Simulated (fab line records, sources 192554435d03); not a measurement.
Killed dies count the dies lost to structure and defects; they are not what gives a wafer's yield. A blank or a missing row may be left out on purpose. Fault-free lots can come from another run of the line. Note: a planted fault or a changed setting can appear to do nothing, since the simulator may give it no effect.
fab line records	flow n5-finfet
record: lots: 7	wafers: 39
route steps=1938 shown BEOL_M13@1673 MIM_BOT@1833
start-h: the number of hours between the record's first day and the start of the first shown wafer of the lot	wait-h: how many hours have passed since the lot's step before this one	" the same as in the row above	L1.1+2: a single row standing in for several wafers	- value missing, or start not given	* or withheld: withheld	< > ~ a bound
route shown NAME@n: a module of which the file shows steps, and the number in the route of the first	usual: mean/standard deviation taken from wafers without a fault	same: alike in all rows	chamber/n: place in a boat	sites: readings site by site	_std_site: their standard deviation	_edge_site: mean of outer sites minus mean of inner sites	radius-mm: how far each site lies from the wafer's centre	mask NAME#n: copy n	behind: the tool/chamber that last shaped the wafer	hold: cause of the lot's hold/its duration in hours/its outcome	device: the transistor (n, p or np) that didn't switch	end of line: the tests these same wafers got at the end of their route	a step given without rows: its recipe and nothing more	killed: dies lost to structure and defects at the first sort, not the wafer's yield	map: a wafer's dies, marking killed ones x, the rest . and places with no die _
set.NAME: the setting the step ran with; set.NAME@STEP: the setting that earlier step ran with	model.NAME: the simulator's own value behind a step, which no gauge read
lots with deliberately changed settings; one table per step, one row per wafer
== steps ==
step: N5_BEOL_M13_ETCH_59
recipe: chemistry: N2/H2	target: BARC	target-depth-a: 890	overetch-a: 267	time-s: 67.9	ion-energy-ev: 200	pressure-mtorr: 30	source-w: 840	bias-w: 150	n2-flow-sccm: 200	h2-flow-sccm: 200
lot.wafer	tool	chamber	start-h	wait-h	set.time-s	model.etch.depth-nm	model.coat_of_BEOL_M13_COAT_04.thk-nm
L079.1	rie-diel-06	0	252.64	0.0	31.22	50.91	354
L079.2	"	3	"	"	67.9	89	318.4
L079.3	"	1	"	"	31.22	53.4	351.6
L079.4	"	2	"	"	67.9	89.11	319.8
L079.5	"	0	"	"	31.22	50.76	352.4
L079.6	"	3	"	"	67.9	89.14	317
L078.2	rie-diel-03	1	258.72	0.0	67.9	88.97	316.8
L078.3	"	2	"	"	67.9	89.23	317.6
L078.4	"	3	"	"	67.9	89.09	320.2
L084.1	rie-diel-04	2	309.05	0.0	67.9	89.16	319
L084.2	"	3	"	"	47.07	83.21	337.2
L084.3	"	1	"	"	67.9	89.1	318
L084.4	"	0	"	"	67.9	89.05	319.6
L084.5	"	2	"	"	47.07	79.31	337.8
L084.6	"	3	"	"	47.07	82.05	337.8
L092.1	rie-diel-03	2	352.53	0.0	67.9	89.38	319.4
L092.2	"	0	"	"	105.8	89.15	286.8
L092.3	"	3	"	"	105.8	89.12	286.2
L092.4	"	2	"	"	67.9	89.16	320.2
L092.5	"	0	"	"	67.9	89.27	320.4
L092.6	"	3	"	"	105.8	89.14	285
L093.1	rie-diel-06	2	357.39	0.0	67.9	89	319.8
L093.2	"	0	"	"	67.9	89.15	318
L093.3	"	1	"	"	67.9	88.8	316.4
L093.4	"	3	"	"	67.9	88.92	316.4
L093.5	"	3	"	"	67.9	88.89	316.6
L093.6	"	0	"	"	67.9	89.15	317.2
L094.1	rie-diel-03	2	360.24	0.0	67.9	88.98	317.6
L094.2	"	0	"	"	86.02	88.87	304.2
L094.3	"	2	"	"	67.9	89.22	318.4
L094.4	"	0	"	"	86.02	88.99	302.4
L094.5	"	2	"	"	86.02	89.17	301.8
L094.6	"	0	"	"	67.9	89	319.8
L095.1	rie-diel-03	0	377.74	0.0	67.9	88.82	320.6
L095.2	"	2	"	"	67.9	89.17	320.2
L095.3	"	3	"	"	67.9	88.93	321.2
L095.4	"	1	"	"	67.9	89.02	318.2
L095.5	"	2	"	"	67.9	88.91	320.6
L095.6	"	1	"	"	67.9	88.75	318.6
step: N5_BEOL_M13_VIA_ETCH_16
recipe: chemistry: C4F8/O2/Ar	target: SiOC	pressure-mtorr: 30	source-w: 3000	bias-w: 700	Ar_flow_sccm: 400	C4F8_flow_sccm: 15	O2_flow_sccm: 8	he-inner-torr: 15	he-outer-torr: 30	target-depth-a: 9217	time-s: withheld	ion-energy-ev: 250	ends: cleared
step: N5_BEOL_M13_STRIP_63
recipe: chemistry: N2/H2	power-w: 1000	temp-c: 250	h2-frac: 0.65	overash-fraction: 0.3	pressure-mtorr: 1000	n2-flow-sccm: 1750	h2-flow-sccm: 3250
usual: strip-time-to-endpoint-s: 28.1/1
lot.wafer	tool	chamber	start-h	wait-h	set.time-s@BEOL_M13_ETCH_59	strip-time-to-endpoint-s
L079.1	plasma-asher-01	0	252.92	-	31.22	37.8
L079.2	"	1	"	"	67.9	27.6
L079.3	"	0	"	"	31.22	37.5
L079.4	"	1	"	"	67.9	27.0
L079.5	"	1	"	"	31.22	36.6
L079.6	"	0	"	"	67.9	25.8
L078.2	plasma-asher-01	0	259.01	-	67.9	27.1
L078.3	"	0	"	"	67.9	28.3
L078.4	"	1	"	"	67.9	26.5
L084.1	plasma-asher-01	0	309.34	-	67.9	28.1
L084.2	"	1	"	"	47.07	34.6
L084.3	"	1	"	"	67.9	29.1
L084.4	"	0	"	"	67.9	28.4
L084.5	"	0	"	"	47.07	34.1
L084.6	"	1	"	"	47.07	33.3
L092.1	plasma-asher-02	1	352.82	-	67.9	29.9
L092.2	"	0	"	"	105.8	20.1
L092.3	"	1	"	"	105.8	19.9
L092.4	"	0	"	"	67.9	28.4
L092.5	"	1	"	"	67.9	28.6
L092.6	"	0	"	"	105.8	18.2
L093.1	plasma-asher-01	1	357.68	-	67.9	29.1
L093.2	"	0	"	"	67.9	28.5
L093.3	"	1	"	"	67.9	28.5
L093.4	"	0	"	"	67.9	26.8
L093.5	"	1	"	"	67.9	25.7
L093.6	"	0	"	"	67.9	27.7
L094.1	plasma-asher-01	0	360.66	-	67.9	27.8
L094.2	"	1	"	"	86.02	24.1
L094.3	"	0	"	"	67.9	28.9
L094.4	"	1	"	"	86.02	23.0
L094.5	"	0	"	"	86.02	21.9
L094.6	"	1	"	"	67.9	27.8
L095.1	plasma-asher-02	0	378.03	-	67.9	29.1
L095.2	"	1	"	"	67.9	29.5
L095.3	"	0	"	"	67.9	29.1
L095.4	"	1	"	"	67.9	27.5
L095.5	"	0	"	"	67.9	28.6
L095.6	"	1	"	"	67.9	27.5
step: N5_BEOL_M13_STRIP_64
recipe: chemistry: N2/H2	power-w: 1000	temp-c: 250	h2-frac: 0.65	overash-fraction: 0.3	pressure-mtorr: withheld	n2-flow-sccm: 1750	h2-flow-sccm: 3250
step: N5_BEOL_M13_STRIP_71
recipe: chemistry: post-etch-residue-remover	time-s: 60	temp-c: 25	remover-ph: withheld	remover-water-wt-pct: withheld	remover-fluoride-wt-pct: withheld
step: N5_BEOL_M13_SRD_72
recipe: time-s: 30	temp-c: 23	rinse-liquid: diw	dry: n2-spin	spin-rpm: 1500	dry-time-s: 30
step: N5_BEOL_M13_CD_MEAS_17
recipe: target-cd-nm: 190	polarity: opening
usual: cd-nm: 190.4/2.4
lot.wafer	tool	chamber	start-h	wait-h	set.time-s@BEOL_M13_ETCH_59	cd-nm
L079.1	cd-sem-02	-	253.13	0.0	31.22	185.3
L079.2	"	-	"	"	67.9	193.2
L079.3	"	-	"	"	31.22	185.6
L079.4	"	-	"	"	67.9	192.5
L079.5	"	-	"	"	31.22	186.0
L079.6	"	-	"	"	67.9	191.9
L078.2	cd-sem-01	-	259.22	0.0	67.9	186.8
L078.3	"	-	"	"	67.9	190.6
L078.4	"	-	"	"	67.9	190.1
L084.1	cd-sem-03	-	309.55	0.0	67.9	184.8
L084.2	"	-	"	"	47.07	184.0
L084.3	"	-	"	"	67.9	187.8
L084.4	"	-	"	"	67.9	189.2
L084.5	"	-	"	"	47.07	181.6
L084.6	"	-	"	"	47.07	185.6
L092.1	cd-sem-02	-	353.02	0.0	67.9	186.6
L092.2	"	-	"	"	105.8	193.1
L092.3	"	-	"	"	105.8	194.9
L092.4	"	-	"	"	67.9	187.6
L092.5	"	-	"	"	67.9	186.3
L092.6	"	-	"	"	105.8	194.1
L093.1	cd-sem-02	-	357.88	0.0	67.9	-
L093.2	"	-	"	"	67.9	-
L093.3	"	-	"	"	67.9	189.6
L093.4	"	-	"	"	67.9	188.2
L093.5	"	-	"	"	67.9	-
L093.6	"	-	"	"	67.9	192.1
L094.1	cd-sem-01	-	360.87	0.0	67.9	188.2
L094.2	"	-	"	"	86.02	191.3
L094.3	"	-	"	"	67.9	187.8
L094.4	"	-	"	"	86.02	189.8
L094.5	"	-	"	"	86.02	191.7
L094.6	"	-	"	"	67.9	187.7
L095.1	cd-sem-03	-	378.24	0.0	67.9	191.4
L095.2	"	-	"	"	67.9	190.5
L095.3	"	-	"	"	67.9	188.1
L095.4	"	-	"	"	67.9	191.3
L095.5	"	-	"	"	67.9	191.7
L095.6	"	-	"	"	67.9	190.7
step: N5_MIM_BOT_SPUTTER_00
recipe: material: TiN	target-thk-a: 350	temp-c: 200	power-w: 3000	chamber-pressure-pa: 0.49996	gas: Ar	reactive-partial-pa: 0.37997	time-s: 89.7
lot.wafer	tool	chamber	start-h	wait-h	set.time-s	model.TiN_of_MIM_BOT_SPUTTER_00.thk-nm
L078.2	pvd-sputter-01	-	277.18	0.0	89.7	35
L078.3	"	-	"	"	89.7	35.6
L078.4	"	-	"	"	89.7	35.4
L079.1	pvd-sputter-03	-	281.35	0.0	89.7	35
L079.2	"	-	"	"	89.7	34.4
L079.3	"	-	"	"	89.7	35.2
L079.4+5+6	"	-	"	"	89.7	34.8
L084.1+4+5	pvd-sputter-02	-	325.15	0.0	89.7	35.4
L084.2+3	"	-	"	"	89.7	35.2
L084.6	"	-	"	"	89.7	35
L092.1	pvd-sputter-03	-	368.43	0.0	89.7	35.8
L092.2	"	-	"	"	140.3	55.8
L092.3	"	-	"	"	140.3	55.4
L092.4	"	-	"	"	89.7	36
L092.5	"	-	"	"	140.3	55.6
L092.6	"	-	"	"	89.7	36.2
L093.1	pvd-sputter-03	-	372.02	0.0	47.4	18.4
L093.2	"	-	"	"	89.7	34.6
L093.3	"	-	"	"	47.4	18.6
L093.4+5	"	-	"	"	89.7	35
L093.6	"	-	"	"	47.4	18.2
L094.1	pvd-sputter-02	-	379.54	0.0	89.7	34.6
L094.2	"	-	"	"	118.3	46.2
L094.3	"	-	"	"	118.3	46
L094.4	"	-	"	"	118.3	46.4
L094.5+6	"	-	"	"	89.7	35
L095.1	pvd-sputter-02	-	396.51	0.0	89.7	35
L095.2+3	"	-	"	"	126	49.4
L095.4	"	-	"	"	126	49.6
L095.5	"	-	"	"	89.7	35.6
L095.6	"	-	"	"	89.7	35.2
== key ==
split: step: N5_BEOL_M13_ETCH_59	setting: time-s	stated: 67.9	by: wafer
response: step: N5_BEOL_M13_ETCH_59	reading: model.etch.depth-nm	shape: bent	at-lowest: 51.69	at-stated: 89.05	at-highest: 89.14
response: step: N5_BEOL_M13_ETCH_59	reading: model.coat_of_BEOL_M13_COAT_04.thk-nm	change: -0.617	per: 1%	r: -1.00
response: step: N5_BEOL_M13_STRIP_63	reading: strip-time-to-endpoint-s	change: *	per: 1%	r: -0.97
response: step: N5_BEOL_M13_CD_MEAS_17	reading: cd-nm	change: +0.125	per: 1%	r: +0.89
split: step: N5_MIM_BOT_SPUTTER_00	setting: time-s	stated: 89.7	by: wafer
response: step: N5_MIM_BOT_SPUTTER_00	reading: model.TiN_of_MIM_BOT_SPUTTER_00.thk-nm	change: +0.35	per: 1%	r: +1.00
